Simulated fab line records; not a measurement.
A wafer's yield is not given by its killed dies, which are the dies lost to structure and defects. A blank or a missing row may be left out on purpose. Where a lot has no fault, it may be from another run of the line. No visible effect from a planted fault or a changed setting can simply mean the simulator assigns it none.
fab line records	flow n5_finfet
[record] lots = 7	wafers = 39
route steps=1938 shown ZERO_LAYER@11 FIN_SAQP@125 HKMG_FIN@448 BEOL_M0_SAQP@636 BEOL_M1@814 BEOL_M2@918 BEOL_M4@1108 BEOL_M7@1267 BEOL_M8@1344 BEOL_M14@1744 MIM_BOT_ETCH@1866 PASSIVATION@1930
start_h: the number of hours between the record's first day and the start of the first shown wafer of the lot	wait_h: time in hours since the lot's previous step	" identical to the entry in the row above	L1.1+2: a row that stands for several wafers	- no value, or no start given	* or withheld: withheld	< > ~ a bound
route shown NAME@n: a module of which the file shows steps, and the number in the route of the first	usual: average and standard deviation across the fault-free wafers	same: alike in all rows	chamber/n: place in a boat	sites: readings site by site	_std_site: the values' standard deviation	_edge_site: mean of outer sites minus mean of inner sites	radius_mm: how far each site lies from the wafer's centre	mask NAME#n: copy n	behind: the last tool/chamber to shape the wafer	hold: the reason the lot was held/the length of the hold in hours/how it ended	device: transistor that didn't switch, given as n, p or np	end of line: the same wafers' tests at the end of the route	a step with no rows: only its recipe	killed: count of dies lost to structure and defects at first sort (not the wafer's yield)	map: dies across one wafer; x = killed, . = not, _ = none there
set.NAME: the run value of the setting; set.NAME@STEP: its run value at that earlier step	model.NAME: the simulator's own value behind a step, which no gauge read
lots where settings were altered on purpose, with a table for each step and a row for each wafer
[[steps]]
[step N5_ZERO_LAYER_DEVELOP_10]
[recipe] develop_time_s = 60	rinse_liquid = diw	dry = air_spin	dev_temp_c = 21
[step N5_FIN_SAQP_SPACER1_ALD_24]
[recipe] material = SiO2	target_thk_a = 203	temp_c = 300	ald_precursor_family = BDEAS	ald_co_reactant = O2-plasma	pulse_time_s = 1	purge_time_s = 2	co_reactant_purge_time_s = 2	ald_cycles = 218	pressure_torr = 2
[step N5_HKMG_FIN_NWFM_ALD_20]
[recipe] material = TiAlC	target_thk_a = 20	temp_c = 300	ald_precursor_family = TiCl4	ald_co_reactant = TEA	pulse_time_s = 3	purge_time_s = 2	co_reactant_purge_time_s = 2	co_reactant_pulse_time_s = 10	ald_cycles = 7	pressure_torr = 3
[step N5_BEOL_M0_SAQP_PECVD_96]
[recipe] material = a-Si	target_thk_a = 450	temp_c = 350	precursor = SiH4/He	pressure_torr = 3	rf_w = 100	time_s = 45.2
[step N5_BEOL_M1_SPUTTER_48]
[recipe] material = Cu	target_thk_a = 45	temp_c = -20	chamber_pressure_pa = 0.07	power_w = withheld	time_s = 8.29
[step N5_BEOL_M2_SPUTTER_94]
[step N5_BEOL_M4_DEP_57]
[recipe] material = SiCN	target_thk_a = 80	temp_c = withheld	precursor = 3MS/NH3	pressure_torr = 3	rf_w = 202	time_s = 14
[step N5_BEOL_M7_HM_DEP_02]
[recipe] material = TiN	target_thk_a = 200	temp_c = 25	chamber_pressure_pa = 0.49996
[step N5_BEOL_M8_DEVELOP_10]
[recipe] develop_time_s = 30	developer = TMAH	resist = CAR-ArF	rinse_liquid = diw	dry = air_spin	dev_temp_c = 23
[step N5_BEOL_M14_DEVELOP_27]
[recipe] develop_time_s = 45	rinse_liquid = diw	dry = air_spin	dev_temp_c = 21
[step N5_MIM_BOT_ETCH_ETCH_04]
[recipe] chemistry = CF4/O2	target = SiNx	target_depth_a = 260	time_s = 13	ion_energy_ev = 100	pressure_mtorr = 40	source_w = 535	bias_w = 49	Ar_flow_sccm = 100	cf4_flow_sccm = 100	O2_flow_sccm = 10
[step N5_PASSIVATION_ETCH_54]
[recipe] chemistry = CHF3/O2	target = SiO2	target_depth_a = 8800	CHF3_flow_sccm = 50	O2_flow_sccm = 5	Ar_flow_sccm = 200	time_s = 440	mask_material = PR	pressure_mtorr = 30	source_w = 650	bias_w = 170	ion_energy_ev = 200
[step N5_PASSIVATION_PROBE_49]
[usual] killed_at_M4_up = 13/5.4
lot.wafer	tool	chamber	start_h	wait_h	set.develop_time_s@ZERO_LAYER_DEVELOP_10	set.ald_cycles@FIN_SAQP_SPACER1_ALD_24	set.ald_cycles@HKMG_FIN_NWFM_ALD_20	set.time_s@BEOL_M0_SAQP_PECVD_96	set.time_s@BEOL_M1_SPUTTER_48	set.time_s@BEOL_M2_SPUTTER_94	set.time_s@BEOL_M4_DEP_57	set.target_thk_a@BEOL_M7_HM_DEP_02	set.develop_time_s@BEOL_M8_DEVELOP_10	set.develop_time_s@BEOL_M14_DEVELOP_27	set.time_s@MIM_BOT_ETCH_ETCH_04	set.time_s@PASSIVATION_ETCH_54	killed_at_M4_up
L074.1	prober-01	-	290.89	0.0	27.59	218	7	45.2	8.29	8.29	14	200	35.09	45	19.68	532.5	6
L074.2	prober-01	-	290.94	0.1	27.59	218	7	64.17	8.29	9.97	17.12	200	30	45	19.68	440	13
L074.3	prober-01	-	290.99	0.1	60	218	7	64.17	8.29	8.29	14	277.2	30	45	13	440	520
L074.4	prober-01	-	291.04	0.2	27.59	218	7	64.17	8.29	8.29	17.12	277.2	35.09	45	13	532.5	488
L074.5	prober-01	-	291.09	0.2	60	218	7	45.2	8.29	9.97	17.12	277.2	35.09	45	19.68	440	381
L074.6	prober-01	-	291.14	0.3	60	218	7	45.2	8.29	9.97	14	200	30	45	13	532.5	8
L079.1	prober-01	-	311.93	0.0	60	218	7	45.2	8.29	8.29	14	200	30	45	13	440	14
L079.2	prober-01	-	311.98	0.1	60	218	7	45.2	8.29	8.29	14	200	30	45	13	440	12
L079.5	prober-01	-	312.13	0.2	60	218	7	45.2	8.29	8.29	14	200	30	45	13	440	9
L077.1	prober-01	-	324.67	0.0	60	301	7	45.2	12.92	8.29	22.21	200	30	22.38	10.73	440	13
L077.2	prober-01	-	324.72	0.1	60	218	3	45.2	8.29	8.29	22.21	200	22.56	45	10.73	440	17
L077.3	prober-01	-	324.77	0.1	60	218	7	45.2	8.29	8.29	14	200	30	22.38	10.73	440	17
L077.4	prober-01	-	324.82	0.2	60	218	7	45.2	12.92	8.29	14	200	22.56	22.38	13	440	14
L077.5	prober-01	-	324.87	0.2	60	301	3	45.2	12.92	8.29	14	200	22.56	45	13	440	13
L077.6	prober-01	-	324.92	0.3	60	301	3	45.2	8.29	8.29	22.21	200	30	45	13	440	12
L083.1	prober-02	-	345.42	0.0	60	218	7	64.26	8.29	8.29	16.29	200	30	54.8	13	440	6
L083.2	prober-02	-	345.47	0.1	60	260	7	64.26	8.29	8.29	14	270.5	47.75	54.8	20.55	535.9	12
L083.3	prober-02	-	345.52	0.1	60	260	7	64.26	8.29	11.1	16.29	200	47.75	45	13	535.9	11
L083.4	prober-02	-	345.57	0.2	60	218	7	45.2	8.29	8.29	14	200	47.75	45	20.55	440	8
L083.5	prober-02	-	345.62	0.2	60	260	7	45.2	8.29	11.1	14	270.5	30	45	13	440	13
L083.6	prober-02	-	345.67	0.3	60	218	7	45.2	8.29	11.1	16.29	270.5	30	54.8	20.55	535.9	16
L091.1	prober-01	-	402.36	0.0	44.62	218	10	45.2	8.29	8.29	14	148.7	30	67.64	13	440	9
L091.2	prober-01	-	402.41	0.1	44.62	121	7	45.2	11.33	8.29	14	200	30	45	13	701.2	13
L091.3	prober-01	-	402.46	0.1	60	121	10	45.2	11.33	8.29	6.488	200	30	45	18.34	440	2
L091.4	prober-01	-	402.51	0.2	44.62	121	10	45.2	8.29	8.29	6.488	148.7	13.9	67.64	18.34	701.2	12
L091.5	prober-01	-	402.56	0.2	60	218	7	45.2	8.29	8.29	14	200	13.9	67.64	13	440	3
L091.6	prober-01	-	402.61	0.3	60	218	7	45.2	11.33	8.29	6.488	148.7	13.9	45	18.34	701.2	11
L089.1	prober-01	-	412.01	0.0	92.51	218	11	27.7	6.457	6.774	10.87	126.4	30	45	13	440	5
L089.2	prober-01	-	412.06	0.1	60	334	11	45.2	8.29	6.774	10.87	200	30	18.5	13	440	14
L089.3	prober-01	-	412.11	0.1	60	218	11	27.7	6.457	8.29	14	126.4	46.75	18.5	19.82	440	21
L089.4	prober-01	-	412.16	0.2	92.51	218	7	45.2	8.29	8.29	10.87	126.4	46.75	18.5	13	440	15
L089.5	prober-01	-	412.21	0.2	60	334	7	27.7	8.29	8.29	14	200	30	45	19.82	440	9
L089.6	prober-01	-	412.26	0.3	92.51	334	7	45.2	6.457	6.774	14	200	46.75	45	19.82	440	12
L096.1	prober-01	-	432.40	0.0	60	180	8	21.81	9.781	5.837	14	301.4	15.91	45	16.79	440	564
L096.2	prober-01	-	432.45	0.1	60	180	7	45.2	9.781	5.837	16.15	200	30	54.41	16.79	440	10
L096.3	prober-01	-	432.50	0.1	60	180	7	21.81	8.29	8.29	16.15	301.4	30	45	13	671.4	697
L096.4	prober-01	-	432.55	0.2	60	218	8	45.2	8.29	8.29	16.15	200	15.91	54.41	13	671.4	20
L096.5	prober-01	-	432.60	0.2	60	218	8	45.2	9.781	8.29	14	301.4	15.91	54.41	16.79	671.4	955
L096.6	prober-01	-	432.65	0.3	60	218	7	21.81	8.29	5.837	14	200	30	45	13	440	23
// killed by level:class
L074.1 MOL_CONTACT_COAG:geometric_particle:open=19 BEOL_M0_SAQP:geometric_particle:open=9 GATE_CUT:geometric_particle:short=8 BEOL_M3:geometric_particle:open=7 BEOL_M0_SAQP:geometric_particle:short=6 FIN_SAQP:geometric_particle:open=5 FIN_SAQP:geometric_particle:short=5 BEOL_M2:geometric_particle:open=5
L074.2 FIN_SAQP:geometric_particle:open=14 BEOL_M2:geometric_particle:open=13 MOL_CONTACT_COAG:geometric_particle:open=9 BEOL_M3:geometric_particle:open=6 FIN_SAQP:geometric_particle:short=4 BEOL_M0:geometric_particle:short=4 BEOL_M7:geometric_particle:open=4 BEOL_M0_SAQP:geometric_particle:open=3
L074.3 BEOL_M7:area_open=513 FIN_SAQP:geometric_particle:open=7 BEOL_M0:geometric_particle:short=7 BEOL_M1:geometric_particle:open=7 BEOL_M3:geometric_particle:open=7 STI_FIN_REVEAL:geometric_particle:open=6 DUMMY_GATE:geometric_particle:open=6 BEOL_M2:geometric_particle:open=6
L074.4 BEOL_M7:area_open=480 MOL_CONTACT_COAG:geometric_particle:open=10 BEOL_M0:geometric_particle:open=8 BEOL_M2:geometric_particle:open=7 BEOL_M3:geometric_particle:open=7 FIN_SAQP:geometric_particle:open=6 FIN_SAQP:geometric_particle:short=5 DUMMY_GATE:geometric_particle:open=5
L074.5 BEOL_M7:area_open=371 FIN_SAQP:geometric_particle:open=13 MOL_CONTACT_COAG:geometric_particle:open=10 BEOL_M3:geometric_particle:open=9 BEOL_M0_SAQP:geometric_particle:open=8 BEOL_M0:geometric_particle:short=8 BEOL_M0_SAQP:geometric_particle:short=6 FIN_SAQP:geometric_particle:short=5
L074.6 MOL_CONTACT_COAG:geometric_particle:open=10 BEOL_M2:geometric_particle:open=10 BEOL_M0_SAQP:geometric_particle:short=8 STI_FIN_REVEAL:geometric_particle:open=7 BEOL_M0_SAQP:geometric_particle:open=7 BEOL_M3:geometric_particle:open=7 GATE_CUT:geometric_particle:short=6 BEOL_M0:geometric_particle:short=5
L079.1 FIN_SAQP:geometric_particle:open=18 BEOL_M3:geometric_particle:open=12 STI_FIN_REVEAL:geometric_particle:open=11 MOL_CONTACT_COAG:geometric_particle:open=11 FIN_SAQP:geometric_particle:short=8 BEOL_M4:geometric_particle:open=7 GATE_CUT:geometric_particle:short=4 BEOL_M3:geometric_particle:short=4
L079.2 FIN_SAQP:geometric_particle:short=13 MOL_CONTACT_COAG:geometric_particle:open=7 STI_FIN_REVEAL:geometric_particle:open=5 BEOL_M4:geometric_particle:open=5 DUMMY_GATE:geometric_particle:open=4 BEOL_M0_SAQP:geometric_particle:open=4 BEOL_M1:geometric_particle:open=4 BEOL_M3:geometric_particle:open=4
L079.5 FIN_SAQP:geometric_particle:open=13 MOL_CONTACT_COAG:geometric_particle:open=12 BEOL_M3:geometric_particle:open=11 BEOL_M0_SAQP:geometric_particle:short=9 FIN_SAQP:geometric_particle:short=8 STI_FIN_REVEAL:geometric_particle:open=7 BEOL_M2:geometric_particle:open=6 BEOL_M2:geometric_particle:short=4
L077.1 FIN_SAQP:area_ald=1087 MOL_CONTACT_COAG:geometric_particle:open=14 STI_FIN_REVEAL:geometric_particle:open=9 BEOL_M0_SAQP:geometric_particle:open=7 BEOL_M0_SAQP:geometric_particle:short=7 BEOL_M3:geometric_particle:short=6 MOL_CONTACT_COAG:geometric_particle:short=5 BEOL_M4:geometric_particle:open=5
L077.2 STI_FIN_REVEAL:geometric_particle:open=12 BEOL_M2:geometric_particle:open=12 BEOL_M4:geometric_particle:open=10 BEOL_M0_SAQP:geometric_particle:open=9 MOL_CONTACT_COAG:geometric_particle:open=8 FIN_SAQP:geometric_particle:open=6 STARTING-WAFER:geometric_particle:short=5 BEOL_M3:geometric_particle:open=5
L077.3 FIN_SAQP:geometric_particle:open=17 MOL_CONTACT_COAG:geometric_particle:open=11 FIN_SAQP:geometric_particle:short=10 STI_FIN_REVEAL:geometric_particle:open=7 BEOL_M4:geometric_particle:open=7 BEOL_M2:geometric_particle:open=6 BEOL_M3:geometric_particle:open=6 GATE_CUT:geometric_particle:short=5
L077.4 FIN_SAQP:geometric_particle:open=12 BEOL_M3:geometric_particle:short=6 BEOL_M3:geometric_particle:open=5 MOL_CONTACT_COAG:geometric_particle:open=5 BEOL_M0:geometric_particle:open=5 BEOL_M4:geometric_particle:open=4 DUMMY_GATE:geometric_particle:open=4 BEOL_M0_SAQP:geometric_particle:short=4
L077.5 FIN_SAQP:area_ald=1089 FIN_SAQP:geometric_particle:open=8 MOL_CONTACT_COAG:geometric_particle:open=8 BEOL_M0_SAQP:geometric_particle:open=7 FIN_SAQP:geometric_particle:short=6 BEOL_M2:geometric_particle:open=6 DUMMY_GATE:geometric_particle:open=4 BEOL_M3:geometric_particle:short=4
L077.6 FIN_SAQP:area_ald=1084 FIN_SAQP:geometric_particle:open=13 BEOL_M3:geometric_particle:open=11 BEOL_M1:geometric_particle:open=10 MOL_CONTACT_COAG:geometric_particle:open=9 BEOL_M4:geometric_particle:open=5 STI_FIN_REVEAL:geometric_particle:open=5 BEOL_M0_SAQP:geometric_particle:short=5
L083.1 STI_FIN_REVEAL:geometric_particle:open=32 MOL_CONTACT_COAG:geometric_particle:open=11 STARTING-WAFER:geometric_particle:open=7 FIN_SAQP:geometric_particle:open=6 BEOL_M0_SAQP:geometric_particle:short=4 BEOL_M1:geometric_particle:open=4 BEOL_M2:geometric_particle:open=4 STI_FIN_REVEAL:geometric_particle:short=3
L083.2 FIN_SAQP:area_ald=1081 STI_FIN_REVEAL:geometric_particle:open=13 BEOL_M0_SAQP:geometric_particle:short=9 FIN_SAQP:geometric_particle:open=8 FIN_SAQP:geometric_particle:short=6 STARTING-WAFER:geometric_particle:open=6 MOL_CONTACT_COAG:geometric_particle:open=5 BEOL_M0_SAQP:geometric_particle:open=5
L083.3 FIN_SAQP:area_ald=1089 STI_FIN_REVEAL:geometric_particle:open=25 BEOL_M0_SAQP:geometric_particle:short=10 BEOL_M4:geometric_particle:open=8 BEOL_M0_SAQP:geometric_particle:open=5 DUMMY_GATE:geometric_particle:open=3 GATE_CUT:geometric_particle:short=3 MOL_CONTACT_COAG:geometric_particle:open=3
L083.4 BEOL_M0_SAQP:geometric_particle:short=17 MOL_CONTACT_COAG:geometric_particle:open=15 STI_FIN_REVEAL:geometric_particle:open=14 STI_FIN_REVEAL:geometric_particle:short=6 BEOL_M1:geometric_particle:open=6 BEOL_M0_SAQP:geometric_particle:open=5 BEOL_M1:geometric_particle:short=4 FIN_SAQP:geometric_particle:short=3
L083.5 FIN_SAQP:area_ald=1088 STI_FIN_REVEAL:geometric_particle:open=18 BEOL_M0_SAQP:geometric_particle:short=12 BEOL_M3:geometric_particle:open=9 MOL_CONTACT_COAG:geometric_particle:open=7 BEOL_M2:geometric_particle:open=6 BEOL_M4:geometric_particle:open=6 BEOL_M0_SAQP:geometric_particle:open=5
L083.6 MOL_CONTACT_COAG:geometric_particle:open=11 FIN_SAQP:geometric_particle:short=7 BEOL_M3:geometric_particle:open=7 BEOL_M0_SAQP:geometric_particle:short=6 BEOL_M7:area_open=6 BEOL_M5:geometric_particle:open=5 STI_FIN_REVEAL:geometric_particle:open=4 DUMMY_GATE:geometric_particle:open=4
L091.1 MOL_CONTACT_COAG:geometric_particle:open=14 BEOL_M0_SAQP:geometric_particle:short=9 STI_FIN_REVEAL:geometric_particle:open=8 STI_FIN_REVEAL:geometric_particle:short=6 GATE_CUT:geometric_particle:short=6 BEOL_M0_SAQP:geometric_particle:open=6 BEOL_M3:geometric_particle:open=5 BEOL_M4:geometric_particle:open=5
L091.2 FIN_SAQP:area_ald=1110 STI_FIN_REVEAL:geometric_particle:open=11 BEOL_M4:geometric_particle:open=8 MOL_CONTACT_COAG:geometric_particle:open=6 ILD0:geometric_particle:open=4 BEOL_M0_SAQP:geometric_particle:short=4 BEOL_M0:geometric_particle:open=4 BEOL_M2:geometric_particle:open=4
L091.3 FIN_SAQP:area_ald=1069 MOL_CONTACT_COAG:geometric_particle:open=17 FIN_SAQP:geometric_particle:short=10 STI_FIN_REVEAL:geometric_particle:open=10 BEOL_M1:geometric_particle:open=10 BEOL_M2:geometric_particle:open=10 FIN_SAQP:geometric_particle:open=8 GATE_CUT:geometric_particle:short=7
L091.4 FIN_SAQP:area_ald=1092 MOL_CONTACT_COAG:geometric_particle:open=16 BEOL_M2:geometric_particle:open=8 MOL_CONTACT_COAG:geometric_particle:short=6 BEOL_M4:geometric_particle:open=6 FIN_SAQP:geometric_particle:open=5 STI_FIN_REVEAL:geometric_particle:open=5 DUMMY_GATE:geometric_particle:open=5
L091.5 STI_FIN_REVEAL:geometric_particle:open=17 MOL_CONTACT_COAG:geometric_particle:open=15 BEOL_M2:geometric_particle:open=15 BEOL_M0_SAQP:geometric_particle:short=9 BEOL_M3:geometric_particle:open=9 BEOL_M0:geometric_particle:open=6 BEOL_M1:geometric_particle:open=6 MOL_CONTACT_COAG:geometric_particle:short=5
L091.6 MOL_CONTACT_COAG:geometric_particle:open=23 BEOL_M1:geometric_particle:open=12 BEOL_M2:geometric_particle:open=11 STI_FIN_REVEAL:geometric_particle:open=7 BEOL_M0_SAQP:geometric_particle:open=6 BEOL_M4:geometric_particle:open=6 FIN_SAQP:geometric_particle:open=5 MOL_CONTACT_COAG:geometric_particle:short=4
L089.1 DUMMY_GATE:geometric_particle:open=13 BEOL_M3:geometric_particle:open=11 STI_FIN_REVEAL:geometric_particle:open=7 MOL_CONTACT_COAG:geometric_particle:open=6 BEOL_M2:geometric_particle:open=6 STARTING-WAFER:geometric_particle:short=6 FIN_SAQP:geometric_particle:open=5 BEOL_M1:geometric_particle:open=4
L089.2 FIN_SAQP:area_ald=1089 BEOL_M1:geometric_particle:open=8 FIN_SAQP:geometric_particle:open=7 MOL_CONTACT_COAG:geometric_particle:open=6 FIN_SAQP:geometric_particle:short=5 BEOL_M0:geometric_particle:open=5 BEOL_M4:geometric_particle:open=4 PASS1_CAP:geometric_particle:open=4
L089.3 BEOL_M2:geometric_particle:open=19 BEOL_M3:geometric_particle:open=11 DUMMY_GATE:geometric_particle:open=8 MOL_CONTACT_COAG:geometric_particle:open=8 M10:area_ald=8 STI_FIN_REVEAL:geometric_particle:open=7 GATE_CUT:geometric_particle:open=7 FIN_SAQP:geometric_particle:short=5
L089.4 MOL_CONTACT_COAG:geometric_particle:open=15 STI_FIN_REVEAL:geometric_particle:open=11 BEOL_M3:geometric_particle:open=8 DUMMY_GATE:geometric_particle:open=7 BEOL_M1:geometric_particle:open=6 ILD0:geometric_particle:open=6 BEOL_M0_SAQP:geometric_particle:open=6 BEOL_M0_SAQP:geometric_particle:short=5
L089.5 FIN_SAQP:area_ald=1055 DUMMY_GATE:geometric_particle:open=13 BEOL_M3:geometric_particle:short=10 MOL_CONTACT_COAG:geometric_particle:open=9 FIN_SAQP:geometric_particle:open=8 STI_FIN_REVEAL:geometric_particle:open=7 BEOL_M3:geometric_particle:open=7 GATE_CUT:geometric_particle:short=6
L089.6 FIN_SAQP:area_ald=1057 STI_FIN_REVEAL:geometric_particle:open=15 FIN_SAQP:geometric_particle:short=10 BEOL_M3:geometric_particle:short=9 DUMMY_GATE:geometric_particle:open=7 MOL_CONTACT_COAG:geometric_particle:open=7 FIN_SAQP:geometric_particle:open=6 BEOL_M4:geometric_particle:open=6
L096.1 BEOL_M7:area_open=551 FIN_SAQP:area_ald=397 STI_FIN_REVEAL:geometric_particle:open=15 MOL_CONTACT_COAG:geometric_particle:open=12 BEOL_M2:geometric_particle:open=11 BEOL_M0_SAQP:geometric_particle:open=8 BEOL_M1:geometric_particle:open=7 BEOL_M0_SAQP:geometric_particle:short=5
L096.2 FIN_SAQP:area_ald=490 STI_FIN_REVEAL:geometric_particle:open=25 MOL_CONTACT_COAG:geometric_particle:open=20 BEOL_M0_SAQP:geometric_particle:short=10 BEOL_M1:geometric_particle:open=10 BEOL_M0_SAQP:geometric_particle:open=8 BEOL_M2:geometric_particle:open=8 BEOL_M3:geometric_particle:open=6
L096.3 BEOL_M7:area_open=686 FIN_SAQP:area_ald=381 STI_FIN_REVEAL:geometric_particle:open=16 MOL_CONTACT_COAG:geometric_particle:open=13 BEOL_M1:geometric_particle:open=6 BEOL_M2:geometric_particle:open=6 BEOL_M3:geometric_particle:open=6 FIN_SAQP:geometric_particle:open=5
L096.4 STI_FIN_REVEAL:geometric_particle:open=30 MOL_CONTACT_COAG:geometric_particle:open=21 BEOL_M3:geometric_particle:open=12 STI_FIN_REVEAL:geometric_particle:short=9 M10:area_ald=9 FIN_SAQP:geometric_particle:open=8 DUMMY_GATE:geometric_particle:open=7 BEOL_M2:geometric_particle:open=7
L096.5 BEOL_M7:area_open=940 STI_FIN_REVEAL:geometric_particle:open=29 BEOL_M3:geometric_particle:open=12 BEOL_M1:geometric_particle:open=9 STI_FIN_REVEAL:geometric_particle:short=8 MOL_CONTACT_COAG:geometric_particle:open=8 FIN_SAQP:geometric_particle:open=6 BEOL_M2:geometric_particle:open=5
L096.6 MOL_CONTACT_COAG:geometric_particle:open=17 STI_FIN_REVEAL:geometric_particle:open=9 BEOL_M2:geometric_particle:open=9 BEOL_M3:geometric_particle:open=9 BEOL_M1:geometric_particle:open=8 BEOL_M5:geometric_particle:open=8 M10:area_ald=8 DUMMY_GATE:geometric_particle:open=4
[[key]]
[split] step = N5_ZERO_LAYER_DEVELOP_10	setting = develop_time_s	stated_as = 60
response none clear
[split] step = N5_FIN_SAQP_SPACER1_ALD_24	setting = ald_cycles	stated_as = 218
response none clear
[split] step = N5_HKMG_FIN_NWFM_ALD_20	setting = ald_cycles	stated_as = 7
response none clear
[split] step = N5_BEOL_M0_SAQP_PECVD_96	setting = time_s	stated_as = 45.2
response none clear
[split] step = N5_BEOL_M1_SPUTTER_48	setting = time_s	stated_as = 8.29
response none clear
[split] step = N5_BEOL_M2_SPUTTER_94	setting = time_s	stated_as = 8.29
response none clear
[split] step = N5_BEOL_M4_DEP_57	setting = time_s	stated_as = 14
response none clear
[split] step = N5_BEOL_M7_HM_DEP_02	setting = target_thk_a	stated_as = 200
[response] step = N5_PASSIVATION_PROBE_49	reading = killed_at_M4_up	slope = +7.93	per = 1%	together_with = all	explained = 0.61
[split] step = N5_BEOL_M8_DEVELOP_10	setting = develop_time_s	stated_as = 30
response none clear
[split] step = N5_BEOL_M14_DEVELOP_27	setting = develop_time_s	stated_as = 45
response none clear
[split] step = N5_MIM_BOT_ETCH_ETCH_04	setting = time_s	stated_as = 13
response none clear
[split] step = N5_PASSIVATION_ETCH_54	setting = time_s	stated_as = 440
response none clear
